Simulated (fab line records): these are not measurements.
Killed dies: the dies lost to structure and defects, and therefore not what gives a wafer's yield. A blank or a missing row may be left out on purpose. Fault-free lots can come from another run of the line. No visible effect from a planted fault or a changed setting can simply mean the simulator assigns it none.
fab line records | flow nand_harc
[record] lots = 5 | wafers = 13 | last_day = 32
route steps=1302 shown A_M1@1183 END@1302
lots that met no fault: from a run of the same line without faults
start_h: hours from the record's first day to the start of the lot's first wafer shown | wait_h: time in hours since the lot's previous step | " identical to the entry in the row above | L1.1+2: a row that stands for several wafers | - no value, or no start given | * or withheld: withheld | < > ~ a bound
route shown NAME@n: NAME is a module with steps in the file, n the number in the route of the first one | usual: average and standard deviation across the fault-free wafers | same: alike in all rows | chamber/n: place in a boat | sites: per-site readings | _std_site: the standard deviation of these | _edge_site: mean of outer sites minus mean of inner sites | radius_mm: how far each site lies from the wafer's centre | mask NAME#n: copy n | behind: tool/chamber where the wafer was last shaped | hold: reason for holding the lot/hours on hold/outcome of the hold | device: names the non-switching transistor (n, p or np) | end of line: the same wafers' tests at the end of the route | where a step has no rows: the recipe by itself | killed: dies lost to structure and defects at the first sort, not the wafer's yield | map: a wafer's dies, x killed, . not, _ none there
set.NAME: the setting as run; set.NAME@STEP: as run at that earlier step | model.NAME: the simulator's own value behind a step, which no gauge read
certain route steps with their lots: each step a table, each wafer a row
services: the hour from which a tool's chamber was out of use, counted from the record's first day as start_h (under 0 if before that day), plus the number of hours and why
[[steps]]
[step NHARC_A_M1_ETCH_35]
[recipe] target_depth_a = 400 | overetch_a = 120 | time_s = 43.94 | ion_energy_ev = 200 | n2_flow_sccm = 150 | h2_flow_sccm = 150 | ar_flow_sccm = 0 | rf_w = 400 | bias_w = 150 | chemistry = N2/H2
[usual] drypump_motor_current_A = 5.7/0.53 | oes_product_au = 1.000/0.013 | rf_vpp_V = 431/3.1 | showerhead_plenum_p_Torr = 2.05/0.1 | throttle_valve_pct = 14.170/0.009
[same] time_s = 43.94
lot.wafer | tool        | chamber | start_h | wait_h | drypump_motor_current_A | oes_product_au | rf_hours_counter_h | rf_vpp_V | showerhead_plenum_p_Torr | throttle_valve_pct
L314.4    | rie_diel-04 | 3       | 565.60  | 0.1    | 4.8                     | 1.001          | 0.5                | 435      | 2.19                     | 14.148
L314.1    | "           | 2       | "       | "      | 6.3                     | 1.013          | 0.1                | 428      | 1.95                     | 14.168
L314.6    | "           | 0       | "       | "      | 6.7                     | 1.011          | -                  | 427      | 1.93                     | 14.155
L316.3    | rie_diel-02 | 2       | 599.02  | 0.1    | 5.2                     | 1.007          | 0.8                | 434      | 2.11                     | 14.184
L316.4    | "           | 0       | "       | "      | 5.8                     | 0.980          | 0.4                | 427      | 1.90                     | 14.171
L316.6    | "           | 3       | "       | "      | 5.6                     | 0.993          | -                  | 432      | 2.09                     | 14.174
L315.6    | rie_diel-11 | 0       | 605.90  | 0.1    | 5.1                     | 1.000          | -                  | 428      | 1.97                     | 14.188
L327.2    | rie_diel-02 | 2       | 685.47  | 0.1    | 5.2                     | 1.000          | 3.7                | 433      | 2.11                     | 14.173
L327.3    | "           | 3       | "       | "      | 5.6                     | 1.002          | 3.3                | 431      | 2.09                     | 14.176
L327.6    | "           | 2       | "       | "      | 5.2                     | 1.005          | -                  | 433      | 2.11                     | 14.164
L330.1    | rie_diel-02 | 1       | 736.08  | 0.1    | 6.2                     | 1.025          | 4.6                | 432      | 2.18                     | 14.176
L330.4    | "           | 3       | "       | "      | 5.6                     | 1.015          | 4.2                | 432      | 2.09                     | 14.178
L330.5    | "           | 2       | "       | "      | 5.2                     | 1.014          | -                  | 433      | 2.11                     | 14.157
[step NHARC_A_M1_ETCH_15]
[recipe] target_depth_a = 1825 | time_s = 91.2 | c4f8_flow_sccm = withheld | ar_flow_sccm = 400 | rf_w = 600 | bias_w = 300 | chemistry = C4F8/Ar
[usual] oes_product_au = 0.953/0.023 | rf_vpp_V = 441/3.1
[same] time_s = 91.2
lot.wafer | tool        | chamber | start_h | wait_h | oes_product_au | rf_hours_counter_h | rf_vpp_V
L314.1    | rie_diel-04 | 1       | -       | -      | 0.923          | 0.4                | 439
L314.4    | "           | 2       | "       | "      | 0.920          | 0.1                | 438
L314.6    | "           | 2       | "       | "      | 0.927          | -                  | 438
L316.3    | rie_diel-02 | 3       | -       | -      | 0.955          | 0.6                | 443
L316.4    | "           | 0       | "       | "      | 0.959          | 0.5                | 436
L316.6    | "           | 3       | "       | "      | 0.958          | -                  | 442
L315.6    | rie_diel-11 | 2       | -       | -      | 0.937          | -                  | 443
L327.3    | rie_diel-02 | 1       | -       | -      | 0.976          | 3.6                | 445
L327.2    | "           | 3       | "       | "      | 0.947          | 3.3                | 441
L327.6    | "           | 1       | "       | "      | 0.977          | -                  | 446
L330.1    | rie_diel-02 | 3       | -       | -      | 0.981          | 4.2                | 443
L330.4    | "           | 0       | "       | "      | 0.939          | 4.2                | 437
L330.5    | "           | 3       | "       | "      | 0.981          | -                  | 443
[step NHARC_A_M1_CD_MEAS_16]
[usual] cd_nm = 119.8/0.92
lot.wafer | tool      | chamber | start_h | wait_h | cd_nm
L314.1    | cd_sem-03 | -       | 565.82  | -      | 118.5
L314.4    | "         | -       | "       | "      | 119.5
L314.6    | "         | -       | "       | "      | 119.6
L316.3    | cd_sem-02 | -       | 599.25  | -      | 120.5
L316.4    | "         | -       | "       | "      | 120.6
L316.6    | "         | -       | "       | "      | 121.3
L315.6    | cd_sem-01 | -       | 606.10  | -      | 120.2
L327.2    | cd_sem-02 | -       | 685.68  | -      | 120.6
L327.3    | "         | -       | "       | "      | 122.1
L327.6    | "         | -       | "       | "      | 119.6
L330.1    | cd_sem-03 | -       | 736.30  | -      | 119.7
L330.4    | "         | -       | "       | "      | 119.8
L330.5    | "         | -       | "       | "      | 118.6
[step NHARC_A_M1_STRIP_18]
[recipe] power_w = 1000 | n2_flow_sccm = 150 | h2_flow_sccm = 150 | ar_flow_sccm = 0 | bias_w = 0 | chemistry = N2/H2
[usual] drypump_motor_current_A = 5.6/0.65 | oes_product_au = 1.001/0.0099 | rf_vpp_V = 90.5/1.1 | showerhead_plenum_p_Torr = 2.01/0.096 | throttle_valve_pct = 14.170/0.011
lot.wafer | tool        | chamber | start_h | wait_h | drypump_motor_current_A | oes_product_au | rf_hours_counter_h | rf_vpp_V | showerhead_plenum_p_Torr | throttle_valve_pct
L314.1    | rie_diel-02 | 1       | 565.90  | 0.1    | 6.2                     | 1.000          | 3.9                | 90.6     | 2.18                     | 14.164
L314.4    | "           | 0       | "       | "      | 5.8                     | 0.980          | 3.2                | 88.0     | 1.90                     | 14.171
L314.6    | "           | 2       | "       | "      | 5.1                     | 1.002          | -                  | 89.0     | 2.11                     | 14.171
L316.4    | rie_diel-11 | 3       | 599.34  | 0.1    | 5.0                     | 0.994          | 7.0                | 89.5     | 1.91                     | 14.156
L316.3    | "           | 0       | "       | "      | 5.1                     | 1.004          | 8.0                | 90.9     | 1.97                     | 14.174
L316.6    | "           | 3       | "       | "      | 5.0                     | 1.004          | -                  | 90.1     | 1.91                     | 14.173
L315.6    | rie_diel-04 | 0       | 606.30  | 0.2    | 6.8                     | 1.014          | -                  | 90.4     | 1.93                     | 14.153
L327.3    | rie_diel-11 | 0       | 685.79  | 0.1    | 5.1                     | 1.005          | 5.4                | 91.6     | 1.97                     | 14.165
L327.2    | "           | 1       | "       | "      | 5.7                     | 1.000          | 4.7                | 90.0     | 1.99                     | 14.166
L327.6    | "           | 1       | "       | "      | 5.7                     | 0.994          | -                  | 89.8     | 1.99                     | 14.172
L330.1    | rie_diel-11 | 1       | 736.37  | 0.1    | 5.7                     | 1.010          | 7.4                | 89.9     | 1.99                     | 14.173
L330.4    | "           | 1       | "       | "      | 5.7                     | 1.003          | -                  | 89.1     | 1.99                     | 14.172
L330.5    | "           | 0       | "       | "      | 5.1                     | 1.010          | -                  | 90.4     | 1.97                     | 14.169
[step NHARC_A_M1_ETCH_28]
[recipe] target_depth_a = 300 | over_etch_frac = 0.3 | time_s = 72.99 | ion_energy_ev = 150 | cf4_flow_sccm = 50 | n2_flow_sccm = 100 | ar_flow_sccm = 150 | rf_w = 300 | bias_w = 100 | chemistry = CF4/N2
[step NHARC_A_M1_STRIP_19]
[recipe] time_s = 600 | temp_c = 30 | chemistry = post_etch_residue_remover
[step NHARC_A_M1_DEGAS_29]
[recipe] temp_c = 250 | time_s = 60
[usual] heater_power_w = 331/35
[same] time_s = 60
lot.wafer | tool           | chamber | start_h | wait_h | heater_power_w
L314.4    | pvd_sputter-01 | -       | 566.55  | -      | 374
L314.1    | "              | -       | "       | "      | 336
L314.6    | "              | -       | "       | "      | 326
L316.3    | pvd_sputter-03 | -       | 599.96  | -      | 287
L316.4    | "              | -       | "       | "      | 362
L316.6    | "              | -       | "       | "      | 303
L315.6    | pvd_sputter-02 | -       | 606.90  | -      | 365
L327.2    | pvd_sputter-03 | -       | 686.47  | -      | 299
L327.3    | "              | -       | "       | "      | 280
L327.6    | "              | -       | "       | "      | 367
L330.4    | pvd_sputter-01 | -       | 737.08  | -      | 323
L330.1    | "              | -       | "       | "      | 373
L330.5    | "              | -       | "       | "      | 330
[step NHARC_A_M1_PRE_CLEAN_30]
[recipe] time_s = 30 | temp_c = 280 | gas = H2/He
[step NHARC_A_M1_PVD_20]
[recipe] target_thk_a = 50 | bias_v = 168.6 | power_w = 15000 | chamber_pressure_pa = 0.12 | time_s = 8.06 | substrate_temp_c = 50 | material = TaN
[step NHARC_A_M1_PVD_21]
[recipe] target_thk_a = 300 | chamber_pressure_pa = 5 | power_w = 5000 | substrate_temp_c = 30 | time_s = 20.49 | material = Cu
[step NHARC_A_M1_ECD_22]
[recipe] target_thk_a = 4000 | bath_temp_c = 25 | material = Cu
[step NHARC_A_M1_ANNEAL_31]
[recipe] temp_c = 225 | time_s = 90
[usual] wafer_temp_C_max = 226.3/0.3
[same] time_s = 90
lot.wafer | tool          | chamber | start_h | wait_h | wafer_temp_C_max
L314.1    | rtp_anneal-02 | 0       | 567.53  | 0.6    | 226.0
L314.4    | "             | 0       | "       | "      | 226.1
L314.6    | "             | 0       | "       | "      | 226.4
L316.3    | rtp_anneal-01 | 0       | 600.80  | 0.3    | 226.4
L316.4    | "             | 0       | "       | "      | 226.0
L316.6    | "             | 0       | "       | "      | 226.3
L315.6    | rtp_anneal-01 | 0       | 607.87  | -      | 226.8
L327.2    | rtp_anneal-02 | 0       | 687.25  | 0.3    | 226.4
L327.3    | "             | 0       | "       | "      | 225.7
L327.6    | "             | 0       | "       | "      | 225.8
L330.1    | rtp_anneal-01 | 0       | 737.82  | 0.3    | 226.2
L330.4    | "             | 0       | "       | "      | 226.2
L330.5    | "             | 0       | "       | "      | 226.1
[step NHARC_A_M1_CMP_23]
[recipe] t_overpolish_s = 20 | target_thk_nm = 154.34
[usual] motor_current_A = 11.8/1.7 | time_to_endpoint_s = 28.4/2.9
lot.wafer | tool   | chamber | start_h | wait_h | motor_current_A | time_to_endpoint_s
L314.4    | cmp-01 | 2       | 567.87  | -      | 12.2            | 23.9
L314.1    | "      | 3       | "       | "      | 10.8            | 25.6
L314.6    | "      | 3       | "       | "      | 11.1            | 27.5
L316.3    | cmp-03 | 2       | 601.07  | -      | 10.5            | 29.4
L316.4    | "      | 3       | "       | "      | 10.3            | 31.5
L316.6    | "      | 2       | "       | "      | 11.1            | 29.4
L315.6    | cmp-03 | 2       | 608.06  | -      | 11.1            | 16.2
L327.3    | cmp-03 | 2       | 687.54  | -      | 10.6            | 26.5
L327.2    | "      | 0       | "       | "      | 11.5            | 31.1
L327.6    | "      | 3       | "       | "      | 10.0            | 27.5
L330.1    | cmp-03 | 1       | 738.17  | -      | 12.3            | 31.8
L330.4    | "      | 0       | "       | "      | 12.4            | 32.0
L330.5    | "      | 2       | "       | "      | 9.8             | 29.0
[step NHARC_A_M1_THK_MEAS_24]
[recipe] thk_meas_gauge = xrf
[usual] thk_nm = 154.3/1.6
lot.wafer | tool          | chamber | start_h | wait_h | hold                     | thk_nm
L314.1    | film_metro-02 | -       | 568.19  | -      | -                        | 151.6
L314.4    | "             | -       | "       | "      | -                        | 149.6
L314.6    | "             | -       | "       | "      | -                        | 153.7
L316.3    | film_metro-01 | -       | 601.35  | -      | -                        | 154.9
L316.4    | "             | -       | "       | "      | -                        | 153.6
L316.6    | "             | -       | "       | "      | -                        | 152.0
L315.6    | film_metro-01 | -       | 608.27  | -      | await_dispo/0.2h/release | 146.3
L315.6    | film_metro-01 | -       | 608.45  | 0.2    | -                        | 146.0
L327.2    | film_metro-02 | -       | 687.86  | -      | -                        | 155.3
L327.3    | "             | -       | "       | "      | -                        | 153.4
L327.6    | "             | -       | "       | "      | -                        | 155.8
L330.1    | film_metro-01 | -       | 738.48  | -      | -                        | 157.6
L330.4    | "             | -       | "       | "      | -                        | 156.8
L330.5    | "             | -       | "       | "      | -                        | 155.3
[step NHARC_END_SORT_01]
[recipe] temp_c = 25
[usual] defect_limited_yield = 90/3.1 | killed_at_array = 62/20 | killed_at_other = 0.8/1.1 | killed_at_periphery = 3.5/2.4 | killed_dies = 66/21 | killed_open = 3.5/1.9 | killed_short = 2.5/1.7
[same] gross_dies = 677
lot.wafer | tool      | chamber | start_h | wait_h | defect_limited_yield[%] | killed_at_array | killed_at_other | killed_at_periphery | killed_dies | killed_open | killed_short
L314.1    | prober-02 | 0       | 599.76  | 2.5    | 93                      | 43              | 0               | 6                   | 49          | 2           | 0
L314.4    | prober-02 | 0       | 602.13  | 3.4    | 94                      | 39              | 0               | 1                   | 40          | 3           | 1
L314.6    | prober-02 | 0       | 603.70  | 3.9    | 92                      | 54              | 0               | 2                   | 56          | 3           | 3
L315.6    | prober-01 | 0       | 655.95  | 4.0    | 86                      | 90              | 1               | 4                   | 95          | 3           | 2
L327.2    | prober-02 | 0       | 721.36  | 2.8    | 89                      | 70              | 2               | 1                   | 73          | 5           | 1
L327.3    | prober-02 | 0       | 722.15  | 3.1    | 89                      | 70              | 2               | 0                   | 72          | 0           | 1
L327.6    | prober-02 | 0       | 724.52  | 4.0    | 90                      | 60              | 4               | 7                   | 71          | 5           | 2
// killed by level:class
L314.1 A_CHANNEL_HOLE_D2:chamber_film_flake=33 P_GATE:chamber_film_flake=5 A_CHANNEL_HOLE_D1:chamber_film_flake=3 A_CONTACT:chamber_film_flake=3 A_ZERO_WELL:chamber_film_flake=2 P_GATE:geometric_particle:open=1 A_M0:geometric_particle:open=1 A_DECK1_JOINT:chamber_film_flake=1
L314.4 A_CHANNEL_HOLE_D2:chamber_film_flake=28 A_ZERO_WELL:chamber_film_flake=2 A_CHANNEL_HOLE_D1:chamber_film_flake=2 A_CONTACT:chamber_film_flake=2 P_M1:geometric_particle:short=1 A_ONON_D1:geometric_particle:open=1 A_CHANNEL_FILL_D1:geometric_particle:open=1 A_CHANNEL_FILL_D2:geometric_particle:open=1
L314.6 A_CHANNEL_HOLE_D2:chamber_film_flake=36 A_CONTACT:chamber_film_flake=6 A_CHANNEL_HOLE_D1:chamber_film_flake=4 A_WL_FILL:geometric_particle:short=2 A_M1:chamber_film_flake=2 P_CONTACT:geometric_particle:open=1 A_DECK1_JOINT:geometric_particle:open=1 A_BLC:geometric_particle:open=1
L315.6 A_SLIT:chamber_film_flake=38 A_CHANNEL_HOLE_D2:chamber_film_flake=33 A_ZERO_WELL:chamber_film_flake=5 A_CHANNEL_HOLE_D1:chamber_film_flake=3 A_STAIRCASE:chamber_film_flake=3 P_GATE:chamber_film_flake=2 A_CONTACT:chamber_film_flake=2 P_M0:geometric_particle:open=1
L327.2 A_SLIT:chamber_film_flake=28 A_CHANNEL_HOLE_D1:chamber_film_flake=28 A_CONTACT:chamber_film_flake=5 A_CHANNEL_FILL_D2:chamber_film_flake=3 THIN_TSV:chamber_film_flake=2 P_CONTACT:geometric_particle:open=1 A_ONON_D1:geometric_particle:open=1 A_CHANNEL_HOLE_D2:geometric_particle:short=1
L327.3 A_SLIT:chamber_film_flake=31 A_CHANNEL_HOLE_D1:chamber_film_flake=30 A_CONTACT:chamber_film_flake=4 A_CHANNEL_FILL_D2:chamber_film_flake=3 THIN_TSV:chamber_film_flake=2 A_SOURCE_PLATE:geometric_particle:short=1 A_WL_FILL:chamber_film_flake=1
L327.6 A_CHANNEL_HOLE_D1:chamber_film_flake=23 A_SLIT:chamber_film_flake=22 A_CHANNEL_FILL_D2:chamber_film_flake=4 THIN_TSV:chamber_film_flake=4 A_CONTACT:chamber_film_flake=4 P_STI:chamber_film_flake=3 A_STAIRCASE:chamber_film_flake=3 P_CONTACT:geometric_particle:open=1
[[services]]
tool           | chamber | start_h | hours | kind
rie_diel-04    | 2       | 547.95  | 13.9  | repair
cmp-03         | -       | 563.18  | 4.0   | pm
rie_diel-02    | -       | 570.71  | 9.0   | pm
rie_diel-04    | 1       | 571.32  | 132.0 | repair
rie_diel-04    | 3       | 581.34  | 8.9   | repair
pvd_sputter-01 | -       | 582.00  | 10.0  | pm
rie_diel-11    | -       | 609.50  | 9.0   | pm
cmp-03         | -       | 610.13  | 2.1   | repair
rie_diel-02    | 1       | 630.40  | 13.7  | repair
rie_diel-11    | 3       | 648.69  | 1.2   | repair
rie_diel-11    | -       | 655.03  | 1.7   | repair
cmp-03         | -       | 661.18  | 4.0   | pm
pvd_sputter-03 | -       | 663.61  | 0.7   | repair
rie_diel-04    | 2       | 664.08  | 6.8   | repair
pvd_sputter-01 | -       | 669.47  | 1.7   | repair
rie_diel-11    | 2       | 683.94  | 85.7  | repair
rie_diel-02    | -       | 690.00  | 3.9   | repair
rie_diel-04    | -       | 690.05  | 0.6   | repair
rie_diel-11    | -       | 697.85  | 0.3   | repair
rie_diel-04    | 3       | 702.80  | 6.9   | repair
rie_diel-04    | -       | 708.92  | 9.0   | pm
rie_diel-11    | 3       | 711.73  | 7.1   | repair
rie_diel-04    | 0       | 724.04  | 6.0   | repair
rie_diel-11    | 3       | 729.46  | 5.1   | repair
[[key]]
[first_sign] step = NHARC_A_M1_CMP_23 | reading = time_to_endpoint_s | direction = down | sigmas = 4.3 | usual = * | struck = *
[effect] step = NHARC_A_M1_THK_MEAS_24 | reading = visit | direction = added
[effect] step = NHARC_A_M1_THK_MEAS_24 | reading = thk_nm | direction = down | sigmas = 5 | usual = 154.3 | struck = 146.3
met_at NHARC_A_M1_CMP_23
struck_wafers L315.6
onset_between 601.07 608.06
[fault] kind = process_parameter_drift | tool = cmp-03 | chamber = - | onset_h = 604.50 | steps = NHARC_A_M1_CMP_23 | channel = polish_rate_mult | offset = 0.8 | shape = step | end_h = 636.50
